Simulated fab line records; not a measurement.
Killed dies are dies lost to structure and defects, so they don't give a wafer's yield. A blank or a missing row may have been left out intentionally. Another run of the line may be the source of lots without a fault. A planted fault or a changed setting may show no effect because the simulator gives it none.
fab line records | flow nand_harc
[record] lots = 7 | wafers = 19 | last_day = 33
route steps=1302 shown A_STAIRCASE@699
lots with no fault: from the same line, run without faults
start_h: the number of hours between the record's first day and the start of the first shown wafer of the lot | wait_h: hours from the lot's prior step to this one | " as in the row above | L1.1+2: a single row standing in for several wafers | - either no value or no given start | * or withheld: withheld | < > ~ a bound
route shown NAME@n: names a module that has steps shown in the file, with the first one's number in the route | usual: mean/standard deviation of fault-free wafers | same: alike in all rows | chamber/n: place in a boat | sites: readings site by site | _std_site: standard deviation of those values | _edge_site: inner sites' mean taken away from outer sites' mean | radius_mm: how far each site lies from the wafer's centre | mask NAME#n: copy n | behind: tool/chamber where the wafer was last shaped | hold: why the lot was held/for how many hours/how that ended | device: the transistor (n, p or np) that didn't switch | end of line: tests run on the same wafers once the route is complete | for a step that has no rows: nothing shown but its recipe | killed: the dies lost at the first sort to structure and to defects; this is not the yield of the wafer | map: a wafer's dies, x killed, . not, _ none there
set.NAME: setting as actually run; set.NAME@STEP: the setting as run at that earlier step | model.NAME: the simulator's own value behind a step, which no gauge read
certain route steps with their lots: each step a table, each wafer a row
services: from which hour (start_h, from the record's first day; less than 0 if before it) a tool's chamber was out of use, for how many hours, and why
[[steps]]
[step NHARC_A_STAIRCASE_HARDBAKE_185]
[recipe] temp_c = 120 | time_s = 140
[step NHARC_A_STAIRCASE_DESCUM_186]
[recipe] time_s = 3 | o2_flow_sccm = 200 | ar_flow_sccm = 0 | bias_power_w = 0 | chemistry = O2
[step NHARC_A_STAIRCASE_TRIM_187]
[recipe] time_s = 211.2 | o2_flow_sccm = 500 | ar_flow_sccm = 0 | bias_w = 0 | chemistry = O2
[usual] drypump_motor_current_A = 5.6/0.44 | oes_product_au = 0.998/0.01 | rf_vpp_V = 57.8/0.78 | run_length_s = 232.4/0.41 | showerhead_plenum_p_Torr = 3.48/0.14 | throttle_valve_pct = 17.036/0.0098
lot.wafer | tool        | chamber | start_h | wait_h | drypump_motor_current_A | oes_product_au | rf_hours_counter_h | rf_vpp_V | run_length_s | showerhead_plenum_p_Torr | throttle_valve_pct
L239.3    | rie_diel-11 | 2       | 408.89  | 0.1    | 5.3                     | 0.987          | 54                 | 58.7     | 233.4        | 3.40                     | 17.042
L239.5    | "           | 2       | "       | "      | 5.3                     | 0.999          | -                  | 57.2     | 232.9        | 3.40                     | 17.039
L239.6    | "           | 3       | "       | "      | 5.9                     | 0.990          | -                  | 57.9     | 231.9        | 3.37                     | 17.046
L245.4    | rie_diel-03 | 0       | 456.30  | 0.1    | 6.1                     | 0.965          | 54                 | 58.0     | 232.4        | 3.53                     | 17.048
L245.1    | "           | 1       | "       | "      | 5.8                     | 0.987          | 49                 | 58.0     | 232.5        | 3.26                     | 17.046
L246.3    | rie_diel-03 | 0       | 478.32  | 0.1    | 6.1                     | 0.978          | 6                  | 57.8     | 232.6        | 3.53                     | 17.039
L246.6    | "           | 2       | "       | "      | 5.5                     | 0.995          | -                  | 57.5     | 231.9        | 3.51                     | 17.033
L246.5    | "           | 3       | "       | "      | 5.1                     | 0.992          | -                  | 57.5     | 232.6        | 3.45                     | 17.029
L248.3    | rie_diel-03 | 2       | 481.64  | 0.1    | 5.5                     | 1.003          | 6                  | 58.5     | 232.1        | 3.51                     | 17.039
L248.5    | "           | 3       | "       | "      | 5.1                     | 0.992          | -                  | 57.4     | 232.9        | 3.45                     | 17.031
L249.2    | rie_diel-02 | 1       | 516.59  | 0.1    | 6.2                     | 0.996          | 35                 | 58.9     | 232.4        | 3.76                     | 17.034
L249.1    | "           | 3       | "       | "      | 5.3                     | 1.007          | 33                 | 56.6     | 231.8        | 3.43                     | 17.039
L249.3    | "           | 0       | "       | "      | 5.2                     | 0.996          | 35                 | 57.7     | 231.8        | 3.54                     | 17.022
L253.3    | rie_diel-02 | 1       | 537.07  | 0.1    | 6.2                     | 0.981          | 44                 | 58.2     | 232.5        | 3.75                     | 17.038
L253.2    | "           | 3       | "       | "      | 5.2                     | 1.005          | 47                 | 57.9     | 231.7        | 3.42                     | 17.052
L253.6    | "           | 2       | "       | "      | 4.9                     | 1.002          | -                  | 58.2     | 232.1        | 3.49                     | 17.048
L254.1    | rie_diel-02 | 2       | 559.33  | 0.1    | 5.0                     | 0.990          | 51                 | 58.3     | 232.0        | 3.49                     | 17.027
L254.6    | "           | 2       | "       | "      | 5.0                     | 1.003          | -                  | 56.9     | 232.2        | 3.49                     | 17.037
L254.5    | "           | 3       | "       | "      | 5.2                     | 1.005          | -                  | 56.5     | 231.9        | 3.42                     | 17.020
[step NHARC_A_STAIRCASE_ETCH_188]
[recipe] target_depth_a = 1000 | time_s = 40.5 | ion_energy_ev = 400 | c4f8_flow_sccm = 20 | o2_flow_sccm = 10 | ar_flow_sccm = withheld | rf_w = 600 | bias_w = 1000 | chemistry = C4F8/O2
[step NHARC_A_STAIRCASE_TRIM_189]
[recipe] time_s = 211.2 | o2_flow_sccm = 500 | ar_flow_sccm = 0 | bias_w = 0 | chemistry = O2
[usual] drypump_motor_current_A = 5.6/0.44 | oes_product_au = 0.997/0.011 | rf_vpp_V = 57.7/0.94 | run_length_s = 232.4/0.39 | showerhead_plenum_p_Torr = 3.49/0.14 | throttle_valve_pct = 17.035/0.01
lot.wafer | tool        | chamber | start_h | wait_h | drypump_motor_current_A | oes_product_au | rf_hours_counter_h | rf_vpp_V | run_length_s | showerhead_plenum_p_Torr | throttle_valve_pct
L239.3    | rie_diel-11 | 1       | -       | -      | 5.6                     | 1.004          | 50                 | 58.1     | 232.2        | 3.29                     | 17.040
L239.6    | "           | 3       | "       | "      | 5.9                     | 0.993          | -                  | 57.6     | 232.1        | 3.37                     | 17.033
L239.5    | "           | 0       | "       | "      | 6.3                     | 0.989          | -                  | 59.1     | 232.2        | 3.45                     | 17.019
L245.4    | rie_diel-03 | 1       | -       | -      | 5.8                     | 0.984          | 49                 | 57.5     | 232.7        | 3.26                     | 17.039
L245.1    | "           | 2       | "       | "      | 5.5                     | 0.979          | 50                 | 58.4     | 232.2        | 3.51                     | 17.024
L246.3    | rie_diel-03 | 2       | -       | -      | 5.5                     | 0.995          | 4                  | 58.9     | 232.1        | 3.51                     | 17.030
L246.6    | "           | 3       | "       | "      | 5.1                     | 0.990          | -                  | 57.4     | 233.0        | 3.45                     | 17.043
L246.5    | "           | 0       | "       | "      | 6.1                     | 0.976          | -                  | 57.6     | 232.9        | 3.53                     | 17.026
L248.3    | rie_diel-03 | 3       | -       | -      | 5.1                     | 0.998          | 6                  | 58.1     | 233.0        | 3.45                     | 17.052
L248.5    | "           | 3       | "       | "      | 5.1                     | 0.996          | -                  | 57.1     | 232.7        | 3.45                     | 17.031
L249.2    | rie_diel-02 | 0       | -       | -      | 5.3                     | 1.009          | 35                 | 57.1     | 231.7        | 3.54                     | 17.031
L249.3    | "           | 1       | "       | "      | 6.2                     | 0.981          | 35                 | 58.1     | 232.9        | 3.76                     | 17.017
L249.1    | "           | 2       | "       | "      | 4.9                     | 0.987          | 33                 | 57.3     | 232.5        | 3.50                     | 17.038
L253.3    | rie_diel-02 | 2       | -       | -      | 5.0                     | 0.992          | 44                 | 59.5     | 232.5        | 3.49                     | 17.046
L253.2    | "           | 1       | "       | "      | 6.2                     | 0.983          | 44                 | 57.6     | 232.2        | 3.75                     | 17.039
L253.6    | "           | 2       | "       | "      | 5.0                     | 1.007          | -                  | 56.5     | 232.0        | 3.49                     | 17.045
L254.1    | rie_diel-02 | 3       | -       | -      | 5.2                     | 1.008          | 54                 | 57.5     | 232.4        | 3.42                     | 17.025
L254.6    | "           | 0       | "       | "      | 5.2                     | 0.996          | -                  | 57.2     | 232.1        | 3.53                     | 17.027
L254.5    | "           | 1       | "       | "      | 6.2                     | 0.981          | -                  | 59.2     | 232.5        | 3.75                     | 17.028
[step NHARC_A_STAIRCASE_ETCH_190]
[recipe] target_depth_a = 1000 | time_s = 40.5 | ion_energy_ev = 400 | c4f8_flow_sccm = 20 | o2_flow_sccm = 10 | ar_flow_sccm = withheld | rf_w = 600 | bias_w = 1000 | chemistry = C4F8/O2
[usual] oes_product_au = 0.940/0.01 | rf_vpp_V = 894/5.3
lot.wafer | tool        | chamber | start_h | wait_h | oes_product_au | rf_hours_counter_h | rf_vpp_V
L239.3    | rie_diel-11 | 2       | -       | -      | 0.947          | 54                 | 891
L239.6    | "           | 3       | "       | "      | 0.941          | -                  | 888
L239.5    | "           | 0       | "       | "      | 0.940          | -                  | 893
L245.4    | rie_diel-03 | 0       | -       | -      | 0.913          | 54                 | 896
L245.1    | "           | 1       | "       | "      | 0.938          | 49                 | 886
L246.3    | rie_diel-03 | 2       | -       | -      | 0.941          | 4                  | 895
L246.6    | "           | 2       | "       | "      | 0.940          | -                  | 895
L246.5    | "           | 3       | "       | "      | 0.922          | -                  | 894
L248.3    | rie_diel-03 | 3       | -       | -      | 0.941          | 6                  | 893
L248.5    | "           | 0       | "       | "      | 0.933          | -                  | 896
L249.3    | rie_diel-02 | 0       | -       | -      | 0.944          | 35                 | 897
L249.1    | "           | 2       | "       | "      | 0.957          | 33                 | 894
L249.2    | "           | 3       | "       | "      | 0.964          | 33                 | 893
L253.2    | rie_diel-02 | 0       | -       | -      | 0.943          | 48                 | 895
L253.3    | "           | 2       | "       | "      | 0.943          | 44                 | 895
L253.6    | "           | 0       | "       | "      | 0.951          | -                  | 896
L254.1    | rie_diel-02 | 1       | -       | -      | 0.922          | 51                 | 903
L254.6    | "           | 0       | "       | "      | 0.929          | -                  | 895
L254.5    | "           | 1       | "       | "      | 0.935          | -                  | 905
[step NHARC_A_STAIRCASE_TRIM_191]
[recipe] time_s = 211.2 | o2_flow_sccm = 500 | ar_flow_sccm = 0 | bias_w = 0 | chemistry = O2
[usual] drypump_motor_current_A = 5.6/0.45 | oes_product_au = 0.996/0.01 | rf_vpp_V = 57.8/0.8 | run_length_s = 232.4/0.38 | showerhead_plenum_p_Torr = 3.49/0.15 | throttle_valve_pct = 17.036/0.0093
lot.wafer | tool        | chamber | start_h | wait_h | drypump_motor_current_A | oes_product_au | rf_hours_counter_h | rf_vpp_V | run_length_s | showerhead_plenum_p_Torr | throttle_valve_pct
L239.3    | rie_diel-11 | 2       | -       | -      | 5.3                     | 0.999          | 54                 | 57.9     | 232.9        | 3.40                     | 17.027
L239.6    | "           | 0       | "       | "      | 6.3                     | 0.988          | -                  | 58.0     | 232.7        | 3.45                     | 17.022
L239.5    | "           | 1       | "       | "      | 5.6                     | 1.006          | -                  | 58.0     | 232.3        | 3.29                     | 17.039
L245.4    | rie_diel-03 | 0       | -       | -      | 6.1                     | 0.982          | 54                 | 56.9     | 232.4        | 3.53                     | 17.026
L245.1    | "           | 2       | "       | "      | 5.5                     | 0.995          | 50                 | 57.8     | 231.9        | 3.51                     | 17.039
L246.3    | rie_diel-03 | 0       | -       | -      | 6.1                     | 0.977          | 6                  | 57.3     | 232.5        | 3.53                     | 17.034
L246.6    | "           | 0       | "       | "      | 6.1                     | 0.982          | -                  | 57.3     | 233.1        | 3.53                     | 17.045
L246.5    | "           | 1       | "       | "      | 5.8                     | 0.983          | -                  | 58.2     | 232.6        | 3.80                     | 17.035
L248.3    | rie_diel-03 | 1       | -       | -      | 5.8                     | 0.977          | 8                  | 58.1     | 233.0        | 3.80                     | 17.039
L248.5    | "           | 0       | "       | "      | 6.1                     | 0.968          | -                  | 58.8     | 232.7        | 3.53                     | 17.042
L249.3    | rie_diel-02 | 0       | -       | -      | 5.2                     | 1.005          | 35                 | 58.3     | 231.8        | 3.54                     | 17.046
L249.1    | "           | 1       | "       | "      | 6.2                     | 0.996          | 35                 | 57.8     | 232.5        | 3.76                     | 17.026
L249.2    | "           | 2       | "       | "      | 5.0                     | 0.996          | 33                 | 58.1     | 232.1        | 3.50                     | 17.029
L253.3    | rie_diel-02 | 3       | -       | -      | 5.3                     | 1.005          | 48                 | 57.3     | 232.2        | 3.42                     | 17.028
L253.2    | "           | 0       | "       | "      | 5.2                     | 1.004          | 48                 | 57.4     | 231.9        | 3.54                     | 17.037
L253.6    | "           | 0       | "       | "      | 5.2                     | 0.997          | -                  | 58.6     | 232.2        | 3.54                     | 17.046
L254.1    | rie_diel-02 | 2       | -       | -      | 5.0                     | 1.000          | 51                 | 57.1     | 232.4        | 3.49                     | 17.036
L254.5    | "           | 0       | "       | "      | 5.2                     | 0.999          | -                  | 57.3     | 231.9        | 3.53                     | 17.031
L254.6    | "           | 1       | "       | "      | 6.2                     | 0.988          | -                  | 57.9     | 232.6        | 3.75                     | 17.025
[step NHARC_A_STAIRCASE_ETCH_192]
[recipe] target_depth_a = 1000 | time_s = 40.5 | ion_energy_ev = 400 | c4f8_flow_sccm = 20 | o2_flow_sccm = 10 | ar_flow_sccm = withheld | rf_w = 600 | bias_w = 1000 | chemistry = C4F8/O2
[step NHARC_A_STAIRCASE_TRIM_193]
[recipe] time_s = 211.2 | o2_flow_sccm = 500 | ar_flow_sccm = 0 | bias_w = 0 | chemistry = O2
[usual] drypump_motor_current_A = 5.5/0.43 | oes_product_au = 0.997/0.01 | rf_vpp_V = 57.7/0.99 | run_length_s = 232.4/0.4 | showerhead_plenum_p_Torr = 3.48/0.14 | throttle_valve_pct = 17.036/0.01
lot.wafer | tool        | chamber | start_h | wait_h | drypump_motor_current_A | oes_product_au | rf_hours_counter_h | rf_vpp_V | run_length_s | showerhead_plenum_p_Torr | throttle_valve_pct
L239.3    | rie_diel-11 | 0       | -       | -      | 6.4                     | 0.987          | 46                 | 59.4     | 232.7        | 3.45                     | 17.030
L239.5    | "           | 3       | "       | "      | 5.8                     | 0.983          | -                  | 57.1     | 232.1        | 3.37                     | 17.023
L239.6    | "           | 0       | "       | "      | 6.4                     | 0.989          | -                  | 55.9     | 232.7        | 3.45                     | 17.035
L245.1    | rie_diel-03 | 0       | -       | -      | 6.1                     | 0.982          | 54                 | 57.8     | 232.6        | 3.53                     | 17.031
L245.4    | "           | 3       | "       | "      | 5.1                     | 1.010          | 51                 | 58.2     | 233.2        | 3.46                     | 17.055
L246.3    | rie_diel-03 | 1       | -       | -      | 5.7                     | 0.981          | 6                  | 58.2     | 232.9        | 3.80                     | 17.047
L246.5    | "           | 1       | "       | "      | 5.8                     | 0.984          | -                  | 59.2     | 232.6        | 3.80                     | 17.037
L246.6    | "           | 2       | "       | "      | 5.5                     | 0.999          | -                  | 59.5     | 232.6        | 3.51                     | 17.038
L248.3    | rie_diel-03 | 2       | -       | -      | 5.5                     | 0.986          | 6                  | 58.8     | 232.3        | 3.51                     | 17.060
L248.5    | "           | 3       | "       | "      | 5.1                     | 1.001          | -                  | 58.4     | 233.1        | 3.45                     | 17.042
L249.1    | rie_diel-02 | 2       | -       | -      | 4.9                     | 1.006          | 34                 | 58.0     | 232.3        | 3.50                     | 17.051
L249.2    | "           | 3       | "       | "      | 5.2                     | 0.997          | 33                 | 57.7     | 231.8        | 3.43                     | 17.042
L249.3    | "           | 1       | "       | "      | 6.2                     | 0.988          | 36                 | 59.0     | 232.2        | 3.76                     | 17.022
L253.2    | rie_diel-02 | 0       | -       | -      | 5.2                     | 0.995          | 48                 | 58.6     | 231.9        | 3.54                     | 17.041
L253.3    | "           | 2       | "       | "      | 5.0                     | 0.986          | 44                 | 56.7     | 232.4        | 3.49                     | 17.022
L253.6    | "           | 0       | "       | "      | 5.2                     | 1.003          | -                  | 58.0     | 231.8        | 3.54                     | 17.039
L254.1    | rie_diel-02 | 1       | -       | -      | 6.2                     | 0.991          | 51                 | 59.9     | 232.4        | 3.75                     | 17.039
L254.6    | "           | 2       | "       | "      | 4.9                     | 0.995          | -                  | 55.7     | 232.1        | 3.49                     | 17.040
L254.5    | "           | 3       | "       | "      | 5.2                     | 1.005          | -                  | 58.3     | 231.7        | 3.42                     | 17.056
[step NHARC_A_STAIRCASE_ETCH_194]
[recipe] target_depth_a = 1000 | time_s = 40.5 | ion_energy_ev = 400 | c4f8_flow_sccm = 20 | o2_flow_sccm = 10 | ar_flow_sccm = withheld | rf_w = 600 | bias_w = 1000 | chemistry = C4F8/O2
[step NHARC_A_STAIRCASE_TRIM_196]
[recipe] time_s = 211.2 | o2_flow_sccm = 500 | ar_flow_sccm = 0 | bias_w = 0 | chemistry = O2
[usual] drypump_motor_current_A = 5.6/0.43 | oes_product_au = 0.996/0.011 | rf_vpp_V = 57.6/0.95 | run_length_s = 232.4/0.38 | showerhead_plenum_p_Torr = 3.47/0.14 | throttle_valve_pct = 17.038/0.0096
lot.wafer | tool        | chamber | start_h | wait_h | drypump_motor_current_A | oes_product_au | rf_hours_counter_h | rf_vpp_V | run_length_s | showerhead_plenum_p_Torr | throttle_valve_pct
L239.3    | rie_diel-11 | 1       | 409.96  | 0.1    | 5.6                     | 1.008          | 50                 | 56.0     | 233.0        | 3.29                     | 17.036
L239.6    | "           | 3       | "       | "      | 5.8                     | 0.985          | -                  | 57.1     | 232.1        | 3.37                     | 17.029
L239.5    | "           | 0       | "       | "      | 6.4                     | 0.984          | -                  | 58.2     | 232.6        | 3.45                     | 17.026
L245.1    | rie_diel-11 | 2       | 457.32  | 0.1    | 5.3                     | 1.008          | 6                  | 57.2     | 167.5        | 3.39                     | 17.057
L245.4    | "           | 1       | "       | "      | 5.6                     | 1.014          | -                  | 57.4     | 232.8        | 3.29                     | 17.041
L246.3    | rie_diel-11 | 0       | 479.64  | 0.1    | 6.3                     | 0.995          | 9                  | 57.0     | 167.0        | 3.44                     | 17.028
L246.6    | "           | 0       | "       | "      | 6.4                     | 0.994          | -                  | 57.0     | 232.6        | 3.44                     | 17.041
L246.5    | "           | 1       | "       | "      | 5.6                     | 1.014          | -                  | 58.1     | 232.2        | 3.28                     | 17.022
L248.3    | rie_diel-11 | 0       | 482.65  | 0.1    | 6.4                     | 0.980          | 10                 | 57.7     | 167.4        | 3.44                     | 17.027
L248.5    | "           | 1       | "       | "      | 5.6                     | 1.020          | -                  | 56.8     | 232.3        | 3.28                     | 17.028
L249.2    | rie_diel-02 | 0       | 517.67  | 0.1    | 5.2                     | 1.012          | 36                 | 57.5     | 232.0        | 3.54                     | 17.048
L249.3    | "           | 2       | "       | "      | 4.9                     | 1.007          | 34                 | 57.4     | 232.5        | 3.50                     | 17.047
L249.1    | "           | 3       | "       | "      | 5.2                     | 1.002          | 34                 | 56.9     | 231.9        | 3.43                     | 17.028
L253.2    | rie_diel-02 | 3       | 538.09  | 0.1    | 5.2                     | 1.004          | 48                 | 57.3     | 231.9        | 3.42                     | 17.051
L253.3    | "           | 0       | "       | "      | 5.2                     | 0.995          | 48                 | 58.0     | 232.0        | 3.54                     | 17.027
L253.6    | "           | 3       | "       | "      | 5.2                     | 0.991          | -                  | 57.5     | 231.8        | 3.42                     | 17.017
L254.1    | rie_diel-02 | 2       | 560.35  | 0.1    | 4.9                     | 1.001          | 51                 | 58.3     | 232.3        | 3.49                     | 17.044
L254.5    | "           | 2       | "       | "      | 5.0                     | 0.999          | -                  | 57.8     | 232.8        | 3.49                     | 17.042
L254.6    | "           | 3       | "       | "      | 5.3                     | 1.006          | -                  | 58.3     | 231.7        | 3.41                     | 17.042
[step NHARC_A_STAIRCASE_ETCH_197]
[recipe] target_depth_a = 1000 | time_s = 40.5 | ion_energy_ev = 400 | c4f8_flow_sccm = 20 | o2_flow_sccm = 10 | ar_flow_sccm = withheld | rf_w = 600 | bias_w = 1000 | chemistry = C4F8/O2
[[services]]
tool        | chamber | start_h | hours | kind
rie_diel-02 | -       | 394.39  | 9.0   | pm
rie_diel-02 | 0       | 394.39  | 9.0   | vent_cycle
rie_diel-02 | 1       | 394.39  | 9.0   | vent_cycle
rie_diel-02 | 2       | 394.39  | 9.0   | vent_cycle
rie_diel-02 | 3       | 394.39  | 10.6  | vent_cycle
rie_diel-02 | 0       | 403.39  | -     | clean
rie_diel-02 | 1       | 403.39  | -     | clean
rie_diel-02 | 2       | 403.39  | -     | clean
rie_diel-11 | 3       | 417.39  | 4.8   | repair
rie_diel-02 | 0       | 428.16  | -     | clean
rie_diel-02 | 1       | 428.16  | -     | clean
rie_diel-02 | 2       | 428.16  | -     | clean
rie_diel-02 | 3       | 428.16  | -     | clean
rie_diel-11 | -       | 432.53  | 9.0   | pm
rie_diel-02 | 0       | 453.32  | -     | clean
rie_diel-02 | 1       | 453.32  | -     | clean
rie_diel-02 | 2       | 453.32  | -     | clean
rie_diel-02 | 3       | 453.32  | -     | clean
rie_diel-03 | -       | 459.14  | 9.0   | pm
rie_diel-02 | 0       | 477.91  | -     | clean
rie_diel-03 | 0       | 489.02  | 4.1   | repair
rie_diel-02 | -       | 504.80  | 1.1   | repair
rie_diel-11 | -       | 507.07  | 1.6   | repair
rie_diel-03 | 3       | 547.96  | 7.7   | repair
[[key]]
[first_sign] step = NHARC_A_STAIRCASE_TRIM_196 | reading = run_length_s | direction = down | sigmas = 99+ | usual = * | struck = *
effect none on later readings
met_at NHARC_A_STAIRCASE_TRIM_196
struck_wafers L245.1,L246.3,L248.3
later_rows_left_out L245.1,L246.3,L248.3
sort_left_out L245.1,L246.3,L248.3
tester_left_out L245,L246,L248
onset_between 409.96 457.32
[fault] kind = process_parameter_drift | tool = rie_diel-11 | chamber = - | onset_h = 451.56 | steps = NHARC_A_STAIRCASE_TRIM_196 | channel = time_s | offset = * | shape = step | end_h = 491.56 | scope = struck_wafers_only | acts_in = * | stated = *
// tester_left_out: of these lots the tester's yield and bins aren't shown, on N5 and GAA mostly nor the transistor test; their killed dies are dies lost to structure and defects alone, not to doping, threshold or leakage, so they don't give the yield
// sort_left_out: the simulated sort isn't trusted on such a fault, so these wafers' sort isn't shown, and their yield isn't known
// later_rows_left_out: the simulator's readings of these wafers behind a module that went badly wrong aren't trusted and aren't shown, but for the sort
